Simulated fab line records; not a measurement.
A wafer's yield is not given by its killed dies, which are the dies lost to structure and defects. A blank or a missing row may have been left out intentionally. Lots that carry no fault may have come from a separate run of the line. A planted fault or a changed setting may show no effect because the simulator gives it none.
Which tool was responsible?	flow n5-finfet	11 lots with 31 wafers sampled at 5 steps, on a route of 1938 steps

## WHAT EACH GAUGE READ, for each wafer
N5_WELL_APT_INSPECT_10: inspects for defects (macro).
lot	measured	on	raw-defect-count
L317	day 1 13:44	defect-inspect-01	1 3 1
L318	day 1 19:44	defect-inspect-01	4 1 3
L319	day 2 01:44	defect-inspect-02	2 2 1
L323	day 3 01:53	defect-inspect-02	0 2 3
L324	day 3 07:37	defect-inspect-02	2 4 1
L326	day 3 19:37	defect-inspect-01	3 2 2
L328	day 4 07:47	defect-inspect-01	3 2 3
L330	day 4 19:56	defect-inspect-01	1 2 1
L332	day 5 07:51	defect-inspect-02	3 1 1
L333	day 5 13:37	defect-inspect-01	0 2
L334	day 5 19:37	defect-inspect-02	2 1

N5_FIN_SAQP_CD_MEAS_16: the cd target is 35.6 nm.
lot	measured	on	cd-nm (nm)
L317	day 1 21:16	cd-sem-02	35.8 35.3 36.2
L318	day 2 03:10	cd-sem-02	35.9 36.3 36.3
L319	day 2 09:50	cd-sem-01	35.9 35.0 35.2
L323	day 3 09:14	cd-sem-03	35.6 35.6 35.3
L324	day 3 15:11	cd-sem-01	35.5 35.1 35.9
L326	day 4 03:40	cd-sem-02	35.8 35.5 35.7
L328	day 4 15:15	cd-sem-02	35.0 34.9 35.0
L330	day 5 04:29	cd-sem-02	35.7 35.9 35.2
L332	day 5 17:46	cd-sem-03	36.1 36.0 35.8
L333	day 5 22:20	cd-sem-01	35.6 35.6
L334	day 6 04:58	cd-sem-02	35.6 35.3

N5_FIN_SAQP_INSPECT_18: inspects for defects (brightfield).
lot	measured	on	raw-defect-count
L317	day 1 21:20	defect-inspect-01	440 347 395
L318	day 2 03:14	defect-inspect-01	328 433 392
L319	day 2 09:54	defect-inspect-02	422 378 447
L323	day 3 09:18	defect-inspect-01	407 295 357
L324	day 3 15:14	defect-inspect-02	394 547 485
L326	day 4 03:43	defect-inspect-02	551 402 579
L328	day 4 15:19	defect-inspect-01	289 277 304
L330	day 5 04:33	defect-inspect-01	655 669 504
L332	day 5 17:50	defect-inspect-02	266 607 480
L333	day 5 22:24	defect-inspect-02	401 593
L334	day 6 05:01	defect-inspect-02	378 383

N5_BEOL_M4_RC_MEAS_101.
lot	measured	on	DIBL_N (mV/V)	DIBL_P (mV/V)	IOFF_N (nA/um)	IOFF_P (nA/um)	ION_N (uA/um)	ION_P (uA/um)	SS_N (mV/dec)	SS_P (mV/dec)	VT_N (mV)	VT_P (mV)
L317	day 9 00:48	prober-02	37.5 34.2 36.4	37.4 33.4 35.8	0.178 0.133 0.157	0.29 0.23 0.26	673 672 666	469 475 468	71.7 70.0 71.2	73.6 73.3 73.5	248.0 251.1 253.0	-242 -245 -243
L318	day 9 05:26	prober-01	35.0 38.3 39.0	33.2 38.5 38.7	0.116 0.186 0.196	0.17 0.26 0.26	670 688 700	455 474 477	71.2 72.9 72.4	73.0 73.9 73.9	252.2 245.6 245.2	-252 -247 -246
L319	day 13 19:13	prober-01	34.5 36.8 37.0	35.1 38.3 39.3	0.143 0.181 0.202	0.19 0.23 0.26	664 683 688	458 470 469	71.8 71.7 72.3	73.2 74.0 73.5	250.0 249.0 244.7	-254 -251 -247
L323	day 12 00:50	prober-02	34.7 35.7 35.7	35.6 36.4 36.5	0.134 0.155 0.146	0.18 0.20 0.19	666 679 674	460 461 465	71.4 71.4 71.2	72.7 72.8 72.5	252.2 248.9 249.6	-252 -251 -251
L324	day 12 05:21	prober-01	36.9 35.5 36.7	37.4 35.5 36.4	0.154 0.126 0.142	0.20 0.18 0.18	673 660 670	455 455 455	71.7 72.1 71.4	73.4 72.6 73.1	252.1 252.8 250.3	-252 -252 -254
L326	day 12 18:04	prober-02	35.3 37.6 35.9	34.8 36.5 35.5	0.139 0.168 0.142	0.19 0.21 0.19	680 674 670	463 459 453	71.2 72.3 71.2	73.5 73.3 73.5	248.6 250.2 251.0	-253 -250 -254
L328	day 13 09:31	prober-01	38.1 36.0 37.3	39.2 36.2 37.9	0.194 0.148 0.170	0.22 0.17 0.20	699 669 677	468 449 454	71.7 71.4 71.6	73.8 73.2 73.6	248.7 251.7 249.3	-251 -256 -255
L330	day 13 08:44	prober-02	33.4 36.1 36.1	33.4 36.3 36.0	0.116 0.161 0.152	0.18 0.22 0.21	651 667 667	457 461 459	70.2 71.7 72.3	72.5 73.4 72.6	254.3 250.3 252.9	-250 -248 -251
L332	day 13 22:02	prober-02	35.8 36.9 35.5	34.7 37.0 34.6	0.133 0.160 0.142	0.21 0.25 0.22	668 669 665	463 465 466	70.8 71.2 70.7	73.0 73.9 72.5	252.7 245.8 247.8	-247 -246 -248
L333	day 14 03:51	prober-01	35.0 34.4	34.9 34.3	0.141 0.138	0.18 0.18	681 684	463 466	70.7 71.4	73.4 73.2	251.4 249.5	-255 -255
L334	day 14 18:11	prober-01	33.6 32.6	34.5 32.5	0.131 0.105	0.17 0.15	675 658	460 454	71.1 70.6	73.3 73.3	252.0 256.1	-254 -255

## EACH LOT AND THE TOOL THAT RAN IT (in order: tool; ch and the chambers of the sampled wafers; start)
lot	N5_PMOS_HMC_CHANNEL_EPI_ETCH_38
L317	rie-si-06 ch 1,3, day 1 17:39
L318	rie-si-06 ch 0,1,3, day 1 23:41
L319	rie-si-02 ch 0,1,3, day 2 05:30
L323	rie-si-04 ch 0,1,3, day 3 05:44
L324	rie-si-04 ch 0,1,3, day 3 11:34
L326	rie-si-02 ch 1,2,3, day 3 23:46
L328	rie-si-02 ch 0,2,3, day 4 11:34
L330	rie-si-06 ch 1,3, day 5 00:17
L332	rie-si-02 ch 0,1, day 5 12:34
L333	rie-si-02 ch 0,2, day 5 18:09
L334	rie-si-02 ch 1, day 6 01:20
- N5_PMOS_HMC_CHANNEL_EPI_ETCH_38: etches SiO2 in CF4, target depth 1.5 nm.

## AS READ BY THE TOOLS THEMSELVES (means over the sampled wafers that have a number; for cases with no such wafer, the mark the record gives instead)
N5_PMOS_HMC_CHANNEL_EPI_ETCH_38.
lot	tool	drypump-motor-current-A (A)	oes-product-au (a.u.)	throttle-valve-pct (%)
L317	rie-si-06	5.6	0.979	21.88
L318	rie-si-06	5.8	0.970	22.01
L319	rie-si-02	6.2	1.025	21.65
L323	rie-si-04	5.7	0.999	21.63
L324	rie-si-04	5.7	1.004	21.63
L326	rie-si-02	6.2	1.004	21.64
L328	rie-si-02	6.0	1.021	21.59
L330	rie-si-06	5.6	0.984	21.89
L332	rie-si-02	6.3	1.133	21.61
L333	rie-si-02	5.8	1.226	21.52
L334	rie-si-02	6.5	1.373	21.76

## THE ANSWER, worked out from the rows above alone
Rule: what is usual is taken from the lots themselves. Put in order of their means at a reading, lots are off if they are a third of the lots or fewer, leave a main group of 4 or more, and stand apart from it by a gap of 3 or more times the standard deviation of the main group's means; of several such gaps the widest counts. If all means in a main group match to the digits the tables above print for the reading, that group is not used. A lot without any number at a reading at which 4 lots or more have one is off too. The other lots that the step has rows for count as sound. The gauges are gone through in route order, then the tools' own readings, and for those a lot's mean is taken as printed above. The first step at which some lot is off is used, and at that step the reading that is off furthest; a lot without a number counts as furthest.
Off: L332, L333, L334 (N5_PMOS_HMC_CHANNEL_EPI_ETCH_38, oes-product-au). The main group has a mean of 0.998 a.u. with a standard deviation of 0.018.
A tool fits if, at that step or a process step before it, it ran every lot that is off, and no sound lot after the first of them. One fits: N5_PMOS_HMC_CHANNEL_EPI_ETCH_38 on rie-si-02. Its last sound lot is L328 (day 4 11:34), its first lot that is off L332 (day 5 12:34): a fault that began between those two fits.
On the lots that are off, the tool's own readings at N5_PMOS_HMC_CHANNEL_EPI_ETCH_38 differ by more than 5 times the standard deviation of the sound lots' means, which bears it out; oes-product-au reads 1.244 a.u. there versus 0.998 a.u. on the sound lots.

## WHAT WAS PUT IN BY THE SIMULATOR
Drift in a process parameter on rie-si-02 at N5_PMOS_HMC_CHANNEL_EPI_ETCH_38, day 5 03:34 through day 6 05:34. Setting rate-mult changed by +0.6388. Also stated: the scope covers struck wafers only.
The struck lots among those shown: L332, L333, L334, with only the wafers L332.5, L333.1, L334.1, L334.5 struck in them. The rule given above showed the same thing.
